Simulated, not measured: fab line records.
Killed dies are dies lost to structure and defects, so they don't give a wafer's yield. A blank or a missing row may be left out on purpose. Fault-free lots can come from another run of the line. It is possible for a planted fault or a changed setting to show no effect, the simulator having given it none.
Matching of chambers | flow nand_harc | pecvd-02 running NHARC_P_M2_DEP_33: 3 sister chambers
The step deposits SiCN, target thk 30 nm. 6 wafers are shown with their chamber, then 11 later ones without.

WAFERS PAIRED WITH THEIR CHAMBERS
wafer  | chamber | heater_power_w (W)
L085.1 | 1       | 647
L085.3 | 0       | 529
L086.1 | 2       | 543
L086.2 | 0       | 530
L086.6 | 1       | 589
L088.1 | 2       | 513

WAFERS MISSING THEIR CHAMBER
wafer  | heater_power_w (W)
L088.2 | 572
L088.3 | 515
L090.3 | 432
L090.4 | 440
L090.6 | 600
L092.1 | 521
L092.5 | 518
L092.6 | 509
L093.1 | 530
L093.3 | 494
L093.6 | 511

WHICH CHAMBER EACH ONE RAN IN
wafer  | from the rows above          | in truth
L088.2 | can't be placed: 0 or 2 or 1 | 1
L088.3 | can't be placed: 2 or 0      | 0
L090.3 | can't be placed: 2 or 0      | 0
L090.4 | can't be placed: 2 or 0      | 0
L090.6 | can't be placed: 1 or 0      | 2
L092.1 | can't be placed: 2 or 0      | 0
L092.5 | can't be placed: 2 or 0      | 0
L092.6 | can't be placed: 2 or 0      | 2
L093.1 | can't be placed: 0 or 2      | 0
L093.3 | can't be placed: 2 or 0      | 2
L093.6 | can't be placed: 2 or 0      | 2
Correct placement for 0 of the 11. Cannot be placed on the basis of these rows: 11; the candidates contain the true chamber in 10. Wrongly placed: 0.
How it was worked out, from the rows above alone: a wafer's distance from a chamber is the root of the sum, over the readings, of the square of ((its reading less the chamber's mean) divided by the reading's scatter). If the next closest chamber is less than 2 further off than the closest, the wafer can't be placed; otherwise it belongs to the closest. The mean given for a chamber averages the wafers shown for that chamber. How the scatter is found: for the shown wafers, subtract from each reading the mean of its chamber, square and add these, divide the total by (wafers less chambers), then take the root.
